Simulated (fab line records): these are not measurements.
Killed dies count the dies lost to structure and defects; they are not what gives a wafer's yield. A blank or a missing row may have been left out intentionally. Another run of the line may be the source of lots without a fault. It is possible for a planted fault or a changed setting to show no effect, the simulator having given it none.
fab line records ; flow nandHarc
record lots=13; wafers=39; lastDay=33
route steps=1302 shown P_M2@341 A_BONDPAD@1231 THIN_TSV@1269 END@1302
lots that met no fault: from a run of the same line without faults
startH: hours from the record's first day to the start of the lot's first wafer shown ; waitH: hours from the lot's prior step to this one ; " as in the row above ; L1.1+2: a single row standing in for several wafers ; - either no value or no given start ; * or withheld: withheld ; < > ~ a bound
route shown NAME@n: NAME is a module with steps in the file, n the number in the route of the first one ; usual: mean/standard deviation taken from wafers without a fault ; same: alike in all rows ; chamber/n: place in a boat ; sites: the reading at each site ; _std_site: how widely they spread, as a standard deviation ; _edge_site: outer sites' mean less inner sites' ; radiusMm: how far each site lies from the wafer's centre ; mask NAME#n: copy n ; behind: the last tool/chamber to shape the wafer ; hold: reason for holding the lot/hours on hold/outcome of the hold ; device: which transistor (n, p or np) failed to switch ; end of line: tests run on the same wafers once the route is complete ; for a step that has no rows: nothing shown but its recipe ; killed: at the first sort, the dies lost to defects and structure; wafer yield is something else ; map: a wafer's dies, marking killed ones x, the rest . and places with no die _
set.NAME: the run value of the setting; set.NAME@STEP: its run value at that earlier step ; model.NAME: the simulator's own value behind a step, which no gauge read
the route's steps for a sample of lots (tables are steps, rows are wafers)
services: from which hour (startH, from the record's first day; less than 0 if before it) a tool's chamber was out of use, for how many hours, and why
## steps
# step NHARC_P_M2_PVD_21
# recipe targetThkA=300; chamberPressurePa=5; powerW=5000; substrateTempC=30; timeS=20.49; material=Cu
# usual chamberPressurePa=4.999/0.011; throttleValvePct=30.1/1.2
lot.wafer;tool;chamber;startH;waitH;chamberPressurePa;throttleValvePct
L341.1;pvdSputter-02;-;133.98;-;4.990;30.0
L341.4;pvdSputter-02;-;133.98;-;5.001;31.6
L341.5;pvdSputter-02;-;133.98;-;4.986;30.2
L340.3;pvdSputter-01;-;135.11;-;5.000;27.4
L340.1;pvdSputter-01;-;135.11;-;4.992;31.1
L340.6;pvdSputter-01;-;135.11;-;4.991;27.2
L342.1;pvdSputter-01;-;148.32;-;5.013;27.1
L342.4;pvdSputter-01;-;148.32;-;4.999;28.6
L342.5;pvdSputter-01;-;148.32;-;5.010;30.9
L343.4;pvdSputter-01;-;160.16;-;5.021;30.8
L343.3;pvdSputter-01;-;160.16;-;5.013;26.8
L343.6;pvdSputter-01;-;160.16;-;5.012;30.1
L344.2;pvdSputter-02;-;167.85;-;5.017;32.0
L344.3;pvdSputter-02;-;167.85;-;5.001;29.8
L344.5;pvdSputter-02;-;167.85;-;4.996;32.0
L346.1;pvdSputter-02;-;190.63;-;5.002;30.1
L346.4;pvdSputter-02;-;190.63;-;4.995;30.1
L346.6;pvdSputter-02;-;190.63;-;4.978;30.3
L347.2;pvdSputter-02;-;202.49;-;5.003;30.5
L347.4;pvdSputter-02;-;202.49;-;5.006;32.0
L347.6;pvdSputter-02;-;202.49;-;5.002;30.0
L348.4;pvdSputter-02;-;217.18;-;5.006;31.6
L348.3;pvdSputter-02;-;217.18;-;5.010;31.8
L348.6;pvdSputter-02;-;217.18;-;4.993;32.0
L349.3;pvdSputter-02;-;225.51;-;4.996;31.8
L349.1;pvdSputter-02;-;225.51;-;5.002;30.3
L349.5;pvdSputter-02;-;225.51;-;5.008;32.0
L350.2;pvdSputter-03;-;235.57;-;4.983;30.6
L350.4;pvdSputter-03;-;235.57;-;4.990;29.5
L350.5;pvdSputter-03;-;235.57;-;4.983;30.2
L351.2;pvdSputter-01;-;244.54;-;5.014;27.9
L351.1;pvdSputter-01;-;244.54;-;4.999;30.7
L351.3;pvdSputter-01;-;244.54;-;4.996;28.4
L357.2;pvdSputter-01;-;296.71;-;5.004;27.9
L357.3;pvdSputter-01;-;296.71;-;4.999;30.8
L357.6;pvdSputter-01;-;296.71;-;4.992;30.3
L361.3;pvdSputter-01;-;339.04;-;4.990;30.8
L361.2;pvdSputter-01;-;339.04;-;4.992;30.3
L361.6;pvdSputter-01;-;339.04;-;4.954;30.6
# step NHARC_A_BONDPAD_CMP_19
# recipe tOverpolishS=30; cuRecessTouchS=16; targetThkNm=169.82
# usual motorCurrentA=11.5/1.3; overpolishRunS=30.000/0.0096
lot.wafer;tool;chamber;startH;waitH;motorCurrentA;overpolishRunS
L340.1;cmp-02;3;542.18;-;10.5;29.993
L340.3;cmp-02;2;542.18;-;10.2;29.988
L340.6;cmp-02;0;542.18;-;10.1;29.991
L343.4;cmp-01;3;557.74;-;9.5;29.995
L343.3;cmp-01;2;557.74;-;12.6;29.995
L343.6;cmp-01;0;557.74;-;12.7;30.008
L342.4;cmp-04;2;558.95;-;11.0;30.015
L342.1;cmp-04;0;558.95;-;11.5;30.003
L342.5;cmp-04;3;558.95;-;13.6;29.981
L341.4;cmp-04;2;560.68;-;10.1;29.998
L341.1;cmp-04;3;560.68;-;13.2;29.990
L341.5;cmp-04;1;560.68;-;12.4;29.990
L344.3;cmp-02;3;569.63;-;10.1;29.997
L344.2;cmp-02;1;569.63;-;11.7;30.003
L344.5;cmp-02;3;569.63;-;10.1;30.000
L346.1;cmp-02;1;598.33;-;11.9;30.009
L346.4;cmp-02;2;598.33;-;10.7;29.985
L346.6;cmp-02;1;598.33;-;12.2;30.003
L347.2;cmp-04;0;608.15;-;11.7;30.001
L347.4;cmp-04;1;608.15;-;12.1;29.989
L347.6;cmp-04;0;608.15;-;12.4;30.010
L348.3;cmp-04;1;627.46;-;11.9;30.006
L348.4;cmp-04;3;627.46;-;13.1;29.987
L348.6;cmp-04;1;627.46;-;11.8;29.993
L351.1;cmp-01;2;640.47;-;12.3;30.002
L351.3;cmp-01;3;640.47;-;9.9;30.002
L351.2;cmp-01;0;640.47;-;12.9;29.972
L350.4;cmp-04;1;642.23;-;11.9;30.001
L350.2;cmp-04;2;642.23;-;10.9;29.985
L350.5;cmp-04;3;642.23;-;13.5;30.005
L349.1;cmp-02;2;646.17;-;10.3;29.990
L349.3;cmp-02;0;646.17;-;9.6;30.004
L349.5;cmp-02;2;646.17;-;10.6;30.009
L357.3;cmp-04;3;699.26;-;13.3;29.995
L357.2;cmp-04;0;699.26;-;11.3;29.982
L361.3;cmp-04;1;750.00;-;11.6;30.019
L361.6;cmp-04;3;750.00;-;13.0;30.012
# step NHARC_THIN_TSV_STRIP_62
# recipe powerW=1500; tempC=250; timeS=20; chemistry=N2/H2
# usual drypumpMotorCurrentA=5.7/0.53; heaterPowerW=360/39; tempC=250.01/0.16
lot.wafer;tool;chamber;startH;waitH;drypumpMotorCurrentA;heaterPowerW;rfHoursCounterH;tempC
L340.1;plasmaAsher-02;1;561.04;-;5.3;406;30;249.81
L340.3;plasmaAsher-02;1;561.04;-;5.3;410;-;249.85
L340.6;plasmaAsher-02;0;561.04;-;6.2;364;-;250.13
L343.3;plasmaAsher-01;0;573.11;-;6.3;313;-;249.84
L343.4;plasmaAsher-01;1;573.11;-;5.1;316;-;250.10
L343.6;plasmaAsher-01;1;573.11;-;5.1;324;-;249.75
L342.1;plasmaAsher-02;1;574.29;-;5.3;403;33;249.73
L342.4;plasmaAsher-02;1;574.29;-;5.3;400;-;249.75
L342.5;plasmaAsher-02;1;574.29;-;5.3;418;-;249.91
L341.1;plasmaAsher-02;0;575.53;-;6.2;375;34;249.90
L341.4;plasmaAsher-02;1;575.53;-;5.3;406;-;250.21
L341.5;plasmaAsher-02;0;575.53;-;6.2;363;-;250.24
L344.2;plasmaAsher-02;0;585.70;-;6.2;361;37;249.98
L344.3;plasmaAsher-02;1;585.70;-;5.3;401;-;249.84
L344.5;plasmaAsher-02;0;585.70;-;6.2;370;-;250.07
L346.1;plasmaAsher-01;1;616.72;-;5.1;311;18;250.18
L346.4;plasmaAsher-01;1;616.72;-;5.1;320;-;250.14
L346.6;plasmaAsher-01;0;616.72;-;6.3;316;-;249.88
L347.2;plasmaAsher-02;0;624.78;-;6.2;371;2;249.72
L347.4;plasmaAsher-02;0;624.78;-;6.2;371;-;249.86
L347.6;plasmaAsher-02;0;624.78;-;6.2;372;-;250.06
L348.4;plasmaAsher-02;0;646.86;-;6.2;372;-;250.03
L348.3;plasmaAsher-02;1;646.86;-;5.3;409;-;249.94
L348.6;plasmaAsher-02;0;646.86;-;6.2;369;-;250.18
L351.1;plasmaAsher-01;1;656.99;-;5.1;314;27;249.98
L351.2;plasmaAsher-01;0;656.99;-;6.3;316;27;250.00
L351.3;plasmaAsher-01;0;656.99;-;6.3;318;-;249.92
L350.2;plasmaAsher-01;0;657.96;-;6.3;312;27;249.69
L350.4;plasmaAsher-01;0;657.96;-;6.3;321;-;249.97
L350.5;plasmaAsher-01;1;657.96;-;5.1;310;-;249.84
L349.1;plasmaAsher-02;1;661.56;-;5.3;420;12;249.92
L349.3;plasmaAsher-02;0;661.56;-;6.2;373;-;249.98
L349.5;plasmaAsher-02;0;661.56;-;6.2;360;-;249.95
L357.2;plasmaAsher-01;0;716.40;-;6.3;319;1;249.87
L357.3;plasmaAsher-01;0;716.40;-;6.3;320;-;249.96
L361.3;plasmaAsher-01;1;767.41;-;5.1;320;-;249.86
L361.6;plasmaAsher-01;1;767.41;-;5.0;329;-;250.14
# step NHARC_THIN_TSV_CMP_21
# recipe tOverpolishS=30; targetThkNm=2000
# usual motorCurrentA=11.3/1.1; overpolishRunS=29.999/0.0092
lot.wafer;tool;chamber;startH;waitH;motorCurrentA;overpolishRunS
L340.3;cmp-02;1;562.74;-;12.1;29.996
L340.1;cmp-02;2;562.74;-;10.2;29.979
L340.6;cmp-02;0;562.74;-;9.7;29.994
L343.3;cmp-01;1;574.76;-;12.3;30.010
L343.4;cmp-01;0;574.76;-;13.3;30.008
L343.6;cmp-01;2;574.76;-;13.2;30.008
L342.1;cmp-03;3;575.98;-;11.1;30.001
L342.4;cmp-03;2;575.98;-;12.7;29.995
L342.5;cmp-03;3;575.98;-;10.9;29.997
L341.1;cmp-03;1;577.23;-;11.0;29.998
L341.4;cmp-03;2;577.23;-;11.9;30.013
L341.5;cmp-03;0;577.23;-;11.4;29.990
L344.3;cmp-03;1;587.52;-;10.5;30.007
L344.2;cmp-03;3;587.52;-;11.4;29.985
L344.5;cmp-03;1;587.52;-;11.0;29.996
L346.4;cmp-03;0;618.40;-;11.1;29.995
L346.1;cmp-03;2;618.40;-;12.6;29.998
L346.6;cmp-03;0;618.40;-;11.2;29.996
L347.4;cmp-03;2;626.48;-;12.6;29.992
L347.2;cmp-03;1;626.48;-;10.9;30.007
L347.6;cmp-03;2;626.48;-;12.8;30.005
L348.3;cmp-01;1;648.53;-;13.3;29.989
L348.4;cmp-01;2;648.53;-;12.8;29.990
L348.6;cmp-01;2;648.53;-;12.4;30.008
L351.1;cmp-02;2;658.74;-;10.7;29.994
L351.3;cmp-02;3;658.74;-;10.8;30.003
L351.2;cmp-02;0;658.74;-;9.9;30.006
L350.2;cmp-02;3;659.69;-;10.6;30.008
L350.4;cmp-02;2;659.69;-;10.6;30.011
L350.5;cmp-02;3;659.69;-;10.3;30.017
L349.1;cmp-01;0;663.24;-;13.0;29.992
L349.3;cmp-01;2;663.24;-;12.5;29.993
L349.5;cmp-01;0;663.24;-;13.0;30.000
L357.2;cmp-02;3;718.10;-;10.8;29.994
L357.3;cmp-02;2;718.10;-;11.0;30.005
L361.3;cmp-02;0;769.09;-;9.9;30.001
L361.6;cmp-02;0;769.09;-;9.7;29.999
# step NHARC_END_SORT_01
# recipe tempC=25
# usual defectLimitedYield=90.6/2.6; killedAtArray=58/18; killedAtOther=1.0/1.5; killedAtPeriphery=4/3.1; killedDies=64/18; killedOpen=3.4/1.9; killedShort=2.7/1.7
# same grossDies=677
lot.wafer;tool;chamber;startH;waitH;defectLimitedYield[%];killedAtArray;killedAtOther;killedAtPeriphery;killedDies;killedOpen;killedShort
L340.1;prober-01;0;574.90;2.5;92.8;46;0;3;49;2;2
L340.3;prober-01;0;576.51;3.1;91.6;49;0;8;57;3;1
L340.6;prober-01;0;578.92;4.0;92.0;48;1;5;54;2;2
L357.2;prober-02;0;729.72;2.8;87.0;82;2;4;88;6;4
L357.3;prober-02;0;730.52;3.1;90.1;60;1;6;67;3;0
L357.6;prober-02;0;732.91;4.0;0;65;0;612;677;0;4
L361.2;prober-01;0;777.57;2.8;0;33;0;644;677;5;1
L361.3;prober-01;0;778.35;3.1;92.2;41;0;12;53;9;6
L361.6;prober-01;0;780.70;3.9;91.7;46;1;9;56;4;3
# killed by level:class
L340.1 A_CHANNEL_HOLE_D1:chamberFilmFlake=33 A_CHANNEL_HOLE_D2:chamberFilmFlake=6 A_WL_FILL:chamberFilmFlake=2 A_CONTACT:chamberFilmFlake=2 P_GATE:geometricParticle:open=1 P_CONTACT:geometricParticle:open=1 A_CHANNEL_FILL_D1:geometricParticle:short=1 A_WL_FILL:geometricParticle:short=1
L340.3 A_CHANNEL_HOLE_D1:chamberFilmFlake=34 P_BONDPAD:chamberFilmFlake=3 A_CHANNEL_HOLE_D2:chamberFilmFlake=3 A_CONTACT:chamberFilmFlake=3 P_STI:chamberFilmFlake=2 A_STAIRCASE:chamberFilmFlake=2 A_SGD_CUT:chamberFilmFlake=2 A_WL_FILL:chamberFilmFlake=2
L340.6 A_CHANNEL_HOLE_D1:chamberFilmFlake=32 A_CHANNEL_HOLE_D2:chamberFilmFlake=4 A_ONON_D1:geometricParticle:open=2 P_M2:chamberFilmFlake=2 A_CONTACT:chamberFilmFlake=2 A_SGD_CUT:chamberFilmFlake=2 A_WL_FILL:chamberFilmFlake=2 A_CHANNEL_FILL_D1:geometricParticle:short=1
L357.2 A_SLIT:chamberFilmFlake=27 A_CHANNEL_HOLE_D2:chamberFilmFlake=20 A_CONTACT:chamberFilmFlake=11 A_CHANNEL_HOLE_D1:chamberFilmFlake=6 A_STAIRCASE:chamberFilmFlake=4 P_M2:chamberFilmFlake=3 A_DECK1_JOINT:geometricParticle:open=2 A_WL_FILL:geometricParticle:open=2
L357.3 A_SLIT:chamberFilmFlake=29 A_CHANNEL_HOLE_D2:chamberFilmFlake=13 A_CHANNEL_HOLE_D1:chamberFilmFlake=7 A_CONTACT:chamberFilmFlake=5 A_STAIRCASE:chamberFilmFlake=4 P_M2:chamberFilmFlake=2 P_M0:geometricParticle:open=1 A_CHANNEL_FILL_D2:geometricParticle:open=1
L357.6 P_M2:areaPvd=610 A_SLIT:chamberFilmFlake=29 A_CHANNEL_HOLE_D2:chamberFilmFlake=12 A_CONTACT:chamberFilmFlake=6 A_STAIRCASE:chamberFilmFlake=5 A_CHANNEL_HOLE_D1:chamberFilmFlake=4 A_CHANNEL_FILL_D1:chamberFilmFlake=2 A_CHANNEL_FILL_D2:chamberFilmFlake=2
L361.2 P_M2:areaPvd=633 A_CHANNEL_HOLE_D1:chamberFilmFlake=14 A_SLIT:chamberFilmFlake=10 P_GATE:chamberFilmFlake=7 A_CONTACT:chamberFilmFlake=4 A_CHANNEL_HOLE_D2:geometricParticle:open=2 A_STAIRCASE:chamberFilmFlake=2 P_CONTACT:geometricParticle:open=1
L361.3 A_CHANNEL_HOLE_D1:chamberFilmFlake=13 A_SLIT:chamberFilmFlake=9 P_GATE:chamberFilmFlake=5 A_CONTACT:chamberFilmFlake=5 A_STAIRCASE:chamberFilmFlake=3 P_CONTACT:geometricParticle:open=2 A_CHANNEL_FILL_D1:geometricParticle:open=2 A_ONON_D2:geometricParticle:short=2
L361.6 A_CHANNEL_HOLE_D1:chamberFilmFlake=14 A_CONTACT:chamberFilmFlake=13 A_SLIT:chamberFilmFlake=8 P_GATE:chamberFilmFlake=4 A_STAIRCASE:chamberFilmFlake=3 P_CONTACT:geometricParticle:open=2 P_CONTACT:chamberFilmFlake=2 A_CHANNEL_HOLE_D2:chamberFilmFlake=2
## services
tool;chamber;startH;hours;kind
cmp-04;-;111.00;4.0;pm
cmp-02;-;134.62;4.0;pm
cmp-04;-;170.34;1.4;repair
cmp-02;-;173.36;5.1;repair
cmp-02;-;182.16;1.1;repair
cmp-02;-;208.90;2.9;repair
cmp-04;-;209.00;4.0;pm
cmp-04;-;215.85;1.8;repair
cmp-02;-;232.62;4.0;pm
plasmaAsher-02;-;249.05;9.0;pm
cmp-02;-;330.50;1.4;repair
cmp-02;-;331.94;4.0;pm
plasmaAsher-02;-;373.41;0.9;repair
plasmaAsher-02;-;426.05;9.0;pm
cmp-02;-;429.94;4.0;pm
cmp-02;-;487.39;3.5;repair
cmp-02;-;527.94;4.0;pm
cmp-02;-;558.49;4.0;repair
cmp-02;-;572.22;0.5;repair
plasmaAsher-02;-;603.05;9.0;pm
cmp-02;-;625.94;4.0;pm
cmp-02;-;664.31;10.7;repair
cmp-02;-;723.94;4.0;pm
cmp-02;-;760.11;4.9;repair
## key
firstSign step=NHARC_END_SORT_01; reading=killedAtPeriphery; direction=up; sigmas=99+; usual=4; struck=628
effect step=NHARC_END_SORT_01; reading=defectLimitedYield; direction=down; sigmas=34; usual=90.6; struck=0
moreKillsBornAt NHARC_P_M2_PVD_21@pvdSputter-01=1243
metAt NHARC_P_M2_PVD_21
struckLots L357,L361
struckWafers L357.6,L361.2
laterRowsLeftOut L357.6,L361.2
notActingAt NHARC_A_BONDPAD_CMP_19,NHARC_THIN_TSV_STRIP_62,NHARC_THIN_TSV_CMP_21
onsetBetween 160.16 296.71
fault kind=processParameterDrift; tool=pvdSputter-01; chamber=-; onsetH=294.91; steps=NHARC_P_M2_PVD_21; channel=targetThkA; offset=*; shape=step; endH=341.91; actsIn=*; stated=*; scope=struckWafersOnly
# laterRowsLeftOut: the simulator's readings of these wafers behind a module that went badly wrong aren't trusted and aren't shown, but for the sort
